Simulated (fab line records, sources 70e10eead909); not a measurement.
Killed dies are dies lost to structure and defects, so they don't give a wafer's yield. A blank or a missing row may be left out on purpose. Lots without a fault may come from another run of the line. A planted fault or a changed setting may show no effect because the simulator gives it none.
One fault seen from 2 desks | flow nand_harc | each desk has only its own numbers; what lay behind them comes last

THE TOOL OWNER'S DESK: krf_scanner-04
The tool's own readings at NHARC_P_GATE_EXPOSE_43 (exposes mask P NSD, target cd 720 nm): means of the sampled wafers that have a number, for each lot that ran on this tool. A lot is out of limits, marked OUT, if its mean lies more than 4 standard deviations from the usual mean; the brackets give that distance.
Columns: A = exposure_dose_mJ_cm2 at NHARC_P_GATE_EXPOSE_43, usual 14.810
lot  | first seen here | A
L352 | day 5 18:42     | 14.818
L353 | day 6 10:07     | 14.811
L359 | day 8 18:10     | 14.796
L367 | day 12 00:04    | 13.427 (-99 or more) OUT
L369 | day 12 18:58    | 13.427 (-99 or more) OUT
This desk's finding: out of limits on L367, L369; first on L367, day 12 00:04 (exposure_dose_mJ_cm2 at NHARC_P_GATE_EXPOSE_43). In limits: L352, L353, L359.

THE METROLOGY DESK
What the gauges read, lot by lot, whatever tool the lot ran on: means of the sampled wafers that have a number. A lot is out of limits, marked OUT, if its mean lies more than 4 standard deviations from the usual mean; the brackets give that distance.
Columns: A = cd_nm at NHARC_P_GATE_CD_MEAS_26, usual 120.2 nm; B = cd_nm at NHARC_P_GATE_CD_MEAS_46, usual 719.8 nm
lot  | first seen here | A     | B
L352 | day 5 04:54     | 120.4 | 723.6
L353 | day 5 20:10     | 119.5 | 720.5
L354 | day 6 07:13     | 120.8 | 717.9
L357 | day 7 12:58     | 120.5 | 718.7
L359 | day 8 06:24     | 120.2 | 721.0
L363 | day 10 04:43    | 120.0 | 722.8
L367 | day 11 12:18    | 120.7 | 702.7 (-9.0) OUT
L366 | day 11 12:57    | 120.4 | 719.5
L369 | day 12 07:13    | 120.8 | 701.1 (-9.8) OUT
L372 | day 13 20:05    | 120.0 | 721.5
L374 | day 14 12:45    | 119.7 | 723.1
This desk's finding: out of limits on L367, L369; first on L367, day 12 00:13 (cd_nm at NHARC_P_GATE_CD_MEAS_46). In limits: L352, L353, L354, L357, L359, L363, L366, L372, L374.

PUT TOGETHER
The tool owner's desk could have raised an alarm at day 12 00:04, on L367, L369.
The metrology desk could have raised an alarm at day 12 00:13, on L367, L369.
Of the lots named, all ran NHARC_P_GATE_EXPOSE_43 on krf_scanner-04.

WHAT THE SIMULATOR HAD PUT IN
Process parameter drift: krf_scanner-04, from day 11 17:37 on, at NHARC_P_GATE_EXPOSE_43. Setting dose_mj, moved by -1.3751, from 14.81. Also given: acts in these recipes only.
Lots struck among those shown: L367, L369.
Hours from the fault's start to each desk's first reading out of limits: the tool owner's desk, 6; the metrology desk, 7.
